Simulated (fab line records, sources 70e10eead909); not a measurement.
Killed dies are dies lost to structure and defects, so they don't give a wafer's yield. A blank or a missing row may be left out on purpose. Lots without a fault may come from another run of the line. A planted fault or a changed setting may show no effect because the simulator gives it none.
Which tool did it? | flow nand_harc | 24 lots, 72 wafers sampled, at 6 steps of a route of 1302

WHAT THE GAUGES READ, wafer by wafer
The record holds no reading of a measuring or inspecting step that can be judged against a usual standard deviation.

WHICH TOOL RAN EACH LOT (tool, then ch and the chambers of the sampled wafers, then the start)
lot  | NHARC_A_STAIRCASE_ETCH_451                    | NHARC_A_STAIRCASE_HM_DEP_459  | NHARC_A_STAIRCASE_HM_DEP_462  | NHARC_A_STAIRCASE_ALD_420        | NHARC_A_STAIRCASE_ETCH_444         | NHARC_A_SGD_CUT_ETCH_59
L077 | rie_diel-06 ch 0,3, day 17 12:07 or earlier   | acl_dep-01 ch 0, day 17 12:07 | acl_dep-03 ch 0, day 17 17:25 | ald_hk-02 ch 0,3, day 18 03:24   | rie_diel-08 ch 0,1,2, day 19 18:53 | rie_diel-13 ch 0,2,3, no start
L076 | rie_diel-07 ch 1,2,3, day 17 12:49 or earlier | acl_dep-02 ch 0, day 17 12:49 | acl_dep-01 ch 0, day 17 18:24 | ald_hk-03 ch 1,2,3, day 18 03:58 | rie_diel-08 ch 0,1,3, day 19 14:39 | rie_diel-09 ch 0,1,3, no start
L074 | rie_diel-06 ch 1,2, day 17 14:39 or earlier   | acl_dep-02 ch 0, day 17 14:39 | acl_dep-03 ch 0, day 17 19:56 | ald_hk-03 ch 0,1,2, day 18 06:19 | rie_diel-06 ch 0,3, day 19 18:03   | rie_diel-09 ch 0,1, no start
L075 | rie_diel-07 ch 0,1,2, day 17 17:26 or earlier | acl_dep-02 ch 0, day 17 17:26 | acl_dep-03 ch 0, day 17 22:43 | ald_hk-02 ch 1,2,3, day 18 06:26 | rie_diel-06 ch 1,2,3, day 19 15:33 | rie_diel-03 ch 2,3, no start
L078 | rie_diel-08 ch 0,1,3, day 18 06:28 or earlier | acl_dep-02 ch 0, day 18 06:28 | acl_dep-03 ch 0, day 18 11:49 | ald_hk-03 ch 1,3, day 18 23:01   | rie_diel-07 ch 0,3, day 20 07:49   | rie_diel-13 ch 1,2, no start
L079 | rie_diel-07 ch 0,2, day 18 17:05 or earlier   | acl_dep-01 ch 0, day 18 17:05 | acl_dep-03 ch 0, day 18 22:53 | ald_hk-02 ch 0,1, day 19 09:04   | rie_diel-08 ch 0,1,3, day 20 17:10 | rie_diel-03 ch 2,3, no start
L080 | rie_diel-08 ch 0,2, day 18 16:47 or earlier   | acl_dep-03 ch 0, day 18 16:47 | acl_dep-01 ch 0, day 18 23:10 | ald_hk-03 ch 0,2,3, day 19 09:04 | rie_diel-06 ch 0,3, day 20 17:08   | rie_diel-13 ch 1,2, no start
L081 | rie_diel-07 ch 1,2, day 19 06:03 or earlier   | acl_dep-01 ch 0, day 19 06:03 | acl_dep-03 ch 0, day 19 13:46 | ald_hk-03 ch 2,3, day 20 00:32   | rie_diel-07 ch 0,2,3, day 21 16:17 | rie_diel-03 ch 0,1,2, no start
L082 | rie_diel-07 ch 0,2,3, day 19 18:19 or earlier | acl_dep-01 ch 0, day 19 18:19 | acl_dep-02 ch 0, day 20 00:23 | ald_hk-03 ch 2,3, day 20 10:02   | rie_diel-07 ch 0,1,3, day 22 02:07 | rie_diel-09 ch 0,1,2, no start
L083 | rie_diel-08 ch 0,2,3, day 20 09:07 or earlier | acl_dep-01 ch 0, day 20 09:07 | acl_dep-03 ch 0, day 20 19:22 | ald_hk-04 ch 1,2,3, day 21 05:34 | rie_diel-08 ch 0,3, day 22 14:20   | rie_diel-03 ch 1,2,3, no start
L085 | rie_diel-08 ch 0,2,3, day 21 01:41 or earlier | acl_dep-01 ch 0, day 21 01:41 | acl_dep-02 ch 0, day 21 06:40 | ald_hk-04 ch 0,2,3, day 21 16:24 | rie_diel-06 ch 0,1,2, day 23 04:35 | rie_diel-03 ch 0,1,2, no start
L084 | rie_diel-08 ch 0,1,3, day 21 02:11 or earlier | acl_dep-02 ch 0, day 21 02:11 | acl_dep-01 ch 0, day 21 07:14 | ald_hk-02 ch 1,2,3, day 21 15:55 | rie_diel-08 ch 0,2,3, day 23 02:21 | rie_diel-13 ch 0,1,2, no start
L086 | rie_diel-06 ch 0,1, day 21 04:29 or earlier   | acl_dep-03 ch 0, day 21 04:29 | acl_dep-01 ch 0, day 21 09:37 | ald_hk-04 ch 1,2,3, day 21 19:27 | rie_diel-07 ch 2,3, day 23 02:34   | rie_diel-09 ch 0,1,3, no start
L087 | rie_diel-07 ch 0,2, day 21 16:16 or earlier   | acl_dep-02 ch 0, day 21 16:16 | acl_dep-03 ch 0, day 21 21:14 | ald_hk-04 ch 1,2, day 22 06:40   | rie_diel-08 ch 1,2,3, day 23 18:04 | rie_diel-13 ch 1,2, no start
L089 | rie_diel-06 ch 0,1,3, day 22 10:44 or earlier | acl_dep-02 ch 0, day 22 10:44 | acl_dep-03 ch 0, day 22 16:17 | ald_hk-04 ch 0,1,2, day 23 01:58 | rie_diel-07 ch 0,2,3, day 24 17:29 | rie_diel-03 ch 0,2,3, no start
L088 | rie_diel-06 ch 0,3, day 22 12:04 or earlier   | acl_dep-03 ch 0, day 22 12:04 | acl_dep-03 ch 0, day 22 18:27 | ald_hk-03 ch 0,2,3, day 23 04:11 | rie_diel-06 ch 1,2, day 24 17:11   | rie_diel-13 ch 0,2,3, no start
L090 | rie_diel-06 ch 0,1,3, day 23 06:50 or earlier | acl_dep-01 ch 0, day 23 06:50 | acl_dep-02 ch 0, day 23 12:07 | ald_hk-02 ch 1,2,3, day 23 23:21 | rie_diel-07 ch 1,2,3, day 25 08:19 | rie_diel-09 ch 0,1,2, no start
L091 | rie_diel-06 ch 0,1,3, day 23 12:20 or earlier | acl_dep-03 ch 0, day 23 12:20 | acl_dep-01 ch 0, day 23 17:36 | ald_hk-02 ch 0,1,2, day 24 03:02 | rie_diel-06 ch 0,1,2, day 25 08:02 | rie_diel-13 ch 1,2,3, no start
L093 | rie_diel-07 ch 0,1,3, day 24 05:51 or earlier | acl_dep-02 ch 0, day 24 05:51 | acl_dep-03 ch 0, day 24 13:02 | ald_hk-04 ch 2,3, day 24 21:56   | rie_diel-08 ch 0,1, day 26 08:27   | rie_diel-13 ch 0,3, no start
L092 | rie_diel-06 ch 0,1,2, day 24 07:00 or earlier | acl_dep-03 ch 0, day 24 07:00 | acl_dep-03 ch 0, day 24 14:35 | ald_hk-02 ch 1,3, day 25 00:35   | rie_diel-08 ch 0,1,3, day 26 10:52 | rie_diel-03 ch 0,1,3, no start
L094 | rie_diel-08 ch 0,1,3, day 25 03:12 or earlier | acl_dep-02 ch 0, day 25 03:12 | acl_dep-01 ch 0, day 25 11:59 | ald_hk-02 ch 0,2,3, day 25 21:49 | rie_diel-07 ch 0,2,3, day 27 11:38 | rie_diel-09 ch 0,2, no start
L095 | rie_diel-07 ch 0,1,3, day 25 05:41 or earlier | acl_dep-03 ch 0, day 25 05:41 | acl_dep-02 ch 0, day 25 15:17 | ald_hk-02 ch 1,2,3, day 26 05:28 | rie_diel-08 ch 0,1,3, day 27 11:55 | rie_diel-13 ch 0,1,2, no start
L096 | rie_diel-07 ch 0,3, day 25 16:22 or earlier   | acl_dep-01 ch 0, day 25 16:22 | acl_dep-01 ch 0, day 25 21:56 | ald_hk-04 ch 0,1,3, day 26 07:27 | rie_diel-06 ch 0,2,3, day 27 12:55 | rie_diel-03 ch 1,2,3, no start
L097 | rie_diel-07 ch 0,2, day 26 03:30 or earlier   | acl_dep-03 ch 0, day 26 03:30 | acl_dep-02 ch 0, day 26 09:11 | ald_hk-02 ch 0,3, day 26 21:34   | rie_diel-06 ch 0,2, day 28 07:03   | rie_diel-09 ch 0,1,3, no start
- NHARC_A_STAIRCASE_ETCH_451: etches the open film in CF4/O2, target depth 30 nm, overetch 3 nm, time 16.5 s.
- NHARC_A_STAIRCASE_HM_DEP_459: deposits aC, target thk 1500 nm.
- NHARC_A_STAIRCASE_HM_DEP_462: deposits aC, target thk 800 nm.
- NHARC_A_STAIRCASE_ALD_420: deposits SiO2, target thk 20 nm, pulse time 6 s, ald cycles 200.
- NHARC_A_STAIRCASE_ETCH_444: etches the open film in C4F8/O2, target depth 20400 nm, time 6800 s.
- NHARC_A_SGD_CUT_ETCH_59: etches the open film in N2/H2, target depth 260 nm, time 406.25 s.

WHAT THE TOOLS THEMSELVES READ (means of the sampled wafers that have a number; where no wafer has one, the mark that the record gives instead)
NHARC_A_STAIRCASE_ETCH_451.
lot  | tool        | drypump_motor_current_A (A) | oes_o_777_au (a.u.) | oes_product_au (a.u.) | rf_vpp_V (V) | showerhead_plenum_p_Torr (Torr) | throttle_valve_pct (%)
L077 | rie_diel-06 | 5.6                         | 1.000               | 0.997                 | 198.9        | 1.38                            | 13.395
L076 | rie_diel-07 | 5.1                         | 1.000               | 0.997                 | 199.1        | 1.36                            | 13.396
L074 | rie_diel-06 | 6.3                         | 0.998               | 0.994                 | 197.4        | 1.31                            | 13.394
L075 | rie_diel-07 | 5.4                         | 0.997               | 0.986                 | 198.4        | 1.39                            | 13.399
L078 | rie_diel-08 | 5.5                         | 1.001               | 0.992                 | 197.3        | 1.32                            | 13.400
L079 | rie_diel-07 | 5.8                         | 0.999               | 0.990                 | 199.1        | 1.40                            | 13.396
L080 | rie_diel-08 | 5.3                         | 0.998               | 1.012                 | 198.2        | 1.33                            | 13.403
L081 | rie_diel-07 | 5.2                         | 0.998               | 0.993                 | 199.0        | 1.38                            | 13.395
L082 | rie_diel-07 | 5.6                         | 0.999               | 0.992                 | 199.1        | 1.37                            | 13.400
L083 | rie_diel-08 | 5.4                         | 0.997               | 0.998                 | 196.4        | 1.30                            | 13.397
L085 | rie_diel-08 | 5.4                         | 0.999               | 0.993                 | 197.1        | 1.30                            | 13.404
L084 | rie_diel-08 | 5.5                         | 1.003               | 0.993                 | 197.6        | 1.31                            | 13.399
L086 | rie_diel-06 | 5.6                         | 1.002               | 0.998                 | 198.7        | 1.37                            | 13.402
L087 | rie_diel-07 | 5.5                         | 0.998               | 0.992                 | 198.4        | 1.39                            | 13.396
L089 | rie_diel-06 | 5.7                         | 1.003               | 0.987                 | 197.5        | 1.34                            | 13.389
L088 | rie_diel-06 | 5.6                         | 0.998               | 0.990                 | 197.5        | 1.37                            | 13.392
L090 | rie_diel-06 | 5.7                         | 0.997               | 1.005                 | 199.0        | 1.34                            | 13.390
L091 | rie_diel-06 | 5.7                         | 0.997               | 0.989                 | 197.1        | 1.34                            | 13.409
L093 | rie_diel-07 | 5.5                         | 0.996               | 0.986                 | 197.4        | 1.36                            | 13.405
L092 | rie_diel-06 | 5.9                         | 1.000               | 1.004                 | 198.2        | 1.33                            | 13.394
L094 | rie_diel-08 | 5.5                         | 0.996               | 1.007                 | 197.6        | 1.30                            | 13.406
L095 | rie_diel-07 | 5.5                         | 1.001               | 0.985                 | 197.7        | 1.35                            | 13.398
L096 | rie_diel-07 | 5.6                         | 1.002               | 0.995                 | 197.8        | 1.33                            | 13.398
L097 | rie_diel-07 | 5.8                         | 1.002               | 0.993                 | 199.4        | 1.39                            | 13.410

NHARC_A_STAIRCASE_HM_DEP_459.
lot  | tool       | throttle_valve_pct (%)
L077 | acl_dep-01 | 35.003
L076 | acl_dep-02 | 34.999
L074 | acl_dep-02 | 34.994
L075 | acl_dep-02 | 35.006
L078 | acl_dep-02 | 35.003
L079 | acl_dep-01 | 35.007
L080 | acl_dep-03 | 34.995
L081 | acl_dep-01 | 34.996
L082 | acl_dep-01 | 35.004
L083 | acl_dep-01 | 35.002
L085 | acl_dep-01 | 34.998
L084 | acl_dep-02 | 35.005
L086 | acl_dep-03 | 34.994
L087 | acl_dep-02 | 34.995
L089 | acl_dep-02 | 34.994
L088 | acl_dep-03 | 35.000
L090 | acl_dep-01 | 35.003
L091 | acl_dep-03 | 34.998
L093 | acl_dep-02 | 34.994
L092 | acl_dep-03 | 34.999
L094 | acl_dep-02 | 34.999
L095 | acl_dep-03 | 34.998
L096 | acl_dep-01 | 34.996
L097 | acl_dep-03 | 34.993

NHARC_A_STAIRCASE_HM_DEP_462.
lot  | tool       | throttle_valve_pct (%)
L077 | acl_dep-03 | 35.005
L076 | acl_dep-01 | 35.006
L074 | acl_dep-03 | 34.999
L075 | acl_dep-03 | 34.994
L078 | acl_dep-03 | 35.004
L079 | acl_dep-03 | 35.007
L080 | acl_dep-01 | 35.004
L081 | acl_dep-03 | 35.000
L082 | acl_dep-02 | 35.008
L083 | acl_dep-03 | 34.996
L085 | acl_dep-02 | 35.004
L084 | acl_dep-01 | 35.002
L086 | acl_dep-01 | 35.007
L087 | acl_dep-03 | 34.994
L089 | acl_dep-03 | 35.002
L088 | acl_dep-03 | 35.008
L090 | acl_dep-02 | 34.997
L091 | acl_dep-01 | 34.997
L093 | acl_dep-03 | 34.991
L092 | acl_dep-03 | 34.999
L094 | acl_dep-01 | 34.998
L095 | acl_dep-02 | 35.010
L096 | acl_dep-01 | 35.003
L097 | acl_dep-02 | 34.993

NHARC_A_STAIRCASE_ALD_420.
lot  | tool      | heater_power_w (W) | precursor_pulse_height_rel
L077 | ald_hk-02 | 475                | 1.002
L076 | ald_hk-03 | 463                | 0.985
L074 | ald_hk-03 | 455                | 0.999
L075 | ald_hk-02 | 449                | 1.000
L078 | ald_hk-03 | 463                | 0.990
L079 | ald_hk-02 | 445                | 1.002
L080 | ald_hk-03 | 449                | 0.998
L081 | ald_hk-03 | 448                | 0.989
L082 | ald_hk-03 | 458                | 1.006
L083 | ald_hk-04 | 464                | 1.007
L085 | ald_hk-04 | 469                | 1.000
L084 | ald_hk-02 | 455                | 0.972
L086 | ald_hk-04 | 458                | 1.004
L087 | ald_hk-04 | 432                | 1.007
L089 | ald_hk-04 | 448                | 0.984
L088 | ald_hk-03 | 454                | 0.987
L090 | ald_hk-02 | 457                | 1.004
L091 | ald_hk-02 | 446                | 0.975
L093 | ald_hk-04 | 455                | 0.977
L092 | ald_hk-02 | 473                | 1.023
L094 | ald_hk-02 | 463                | 1.009
L095 | ald_hk-02 | 458                | 0.992
L096 | ald_hk-04 | 483                | 1.016
L097 | ald_hk-02 | 487                | 0.990

NHARC_A_STAIRCASE_ETCH_444.
lot  | tool        | oes_product_au (a.u.) | rf_vpp_V (V)
L077 | rie_diel-08 | 0.933                 | 807
L076 | rie_diel-08 | 0.956                 | 805
L074 | rie_diel-06 | 0.919                 | 807
L075 | rie_diel-06 | 0.921                 | 804
L078 | rie_diel-07 | 0.912                 | 811
L079 | rie_diel-08 | 0.925                 | 804
L080 | rie_diel-06 | 0.920                 | 807
L081 | rie_diel-07 | 0.958                 | 809
L082 | rie_diel-07 | 0.943                 | 810
L083 | rie_diel-08 | 0.918                 | 802
L085 | rie_diel-06 | 0.962                 | 807
L084 | rie_diel-08 | 0.914                 | 804
L086 | rie_diel-07 | 0.924                 | 806
L087 | rie_diel-08 | 0.919                 | 805
L089 | rie_diel-07 | 0.920                 | 809
L088 | rie_diel-06 | 0.932                 | 805
L090 | rie_diel-07 | 0.921                 | 808
L091 | rie_diel-06 | 0.920                 | 807
L093 | rie_diel-08 | 0.949                 | 807
L092 | rie_diel-08 | 0.925                 | 805
L094 | rie_diel-07 | 0.927                 | 809
L095 | rie_diel-08 | 0.927                 | 804
L096 | rie_diel-06 | 0.918                 | 807
L097 | rie_diel-06 | 0.910                 | 806

NHARC_A_SGD_CUT_ETCH_59.
lot  | tool        | drypump_motor_current_A (A) | oes_product_au (a.u.) | rf_vpp_V (V) | showerhead_plenum_p_Torr (Torr) | throttle_valve_pct (%)
L077 | rie_diel-13 | 5.4                         | 1.000                 | 428.5        | 1.99                            | 14.167
L076 | rie_diel-09 | 5.7                         | 0.992                 | 427.7        | 1.95                            | 14.183
L074 | rie_diel-09 | 5.6                         | 0.997                 | 428.1        | 1.96                            | 14.172
L075 | rie_diel-03 | 5.8                         | 1.010                 | 431.9        | 2.06                            | 14.173
L078 | rie_diel-13 | 5.9                         | 1.000                 | 428.5        | 1.96                            | 14.171
L079 | rie_diel-03 | 5.7                         | 1.009                 | 429.3        | 2.03                            | 14.170
L080 | rie_diel-13 | 6.0                         | 0.999                 | 428.1        | 1.96                            | 14.163
L081 | rie_diel-03 | 5.6                         | 0.993                 | 429.7        | 2.00                            | 14.173
L082 | rie_diel-09 | 5.7                         | 0.996                 | 429.9        | 2.04                            | 14.172
L083 | rie_diel-03 | 5.8                         | 1.004                 | 429.3        | 2.00                            | 14.174
L085 | rie_diel-03 | 5.6                         | 0.996                 | 429.7        | 2.00                            | 14.178
L084 | rie_diel-13 | 5.6                         | 0.995                 | 427.5        | 1.94                            | 14.176
L086 | rie_diel-09 | 5.7                         | 0.997                 | 427.8        | 1.95                            | 14.164
L087 | rie_diel-13 | 6.0                         | 1.006                 | 427.6        | 1.96                            | 14.175
L089 | rie_diel-03 | 5.6                         | 1.001                 | 431.2        | 2.03                            | 14.172
L088 | rie_diel-13 | 5.4                         | 0.990                 | 429.1        | 1.98                            | 14.166
L090 | rie_diel-09 | 5.7                         | 1.000                 | 431.1        | 2.04                            | 14.179
L091 | rie_diel-13 | 5.7                         | 0.993                 | 428.9        | 2.00                            | 14.171
L093 | rie_diel-13 | 5.5                         | 0.997                 | 428.8        | 1.95                            | 14.170
L092 | rie_diel-03 | 5.6                         | 1.004                 | 428.4        | 1.96                            | 14.169
L094 | rie_diel-09 | 5.9                         | 0.998                 | 432.8        | 2.12                            | 14.181
L095 | rie_diel-13 | 5.7                         | 0.992                 | 427.4        | 1.94                            | 14.178
L096 | rie_diel-03 | 5.8                         | 1.002                 | 429.4        | 1.99                            | 14.173
L097 | rie_diel-09 | 5.7                         | 1.001                 | 427.5        | 1.95                            | 14.177

THE ANSWER, worked out from the rows above alone
Rule: what is usual is taken from the lots themselves. Put in order of their means at a reading, lots are off if they are a third of the lots or fewer, leave a main group of 4 or more, and stand apart from it by a gap of 3 or more times the standard deviation of the main group's means; of several such gaps the widest counts. A main group whose means are all the same, to the digits that the tables above print for the reading, isn't used. A lot without any number at a reading at which 4 lots or more have one is off too. The other lots that the step has rows for count as sound. The gauges are gone through in route order, then the tools' own readings, and for those a lot's mean is taken as printed above. The first step at which some lot is off is used, and at that step the reading that is off furthest; a lot without a number counts as furthest.
No lot is off at any reading shown: from this, nothing can be told.

WHAT THE SIMULATOR HAD PUT IN
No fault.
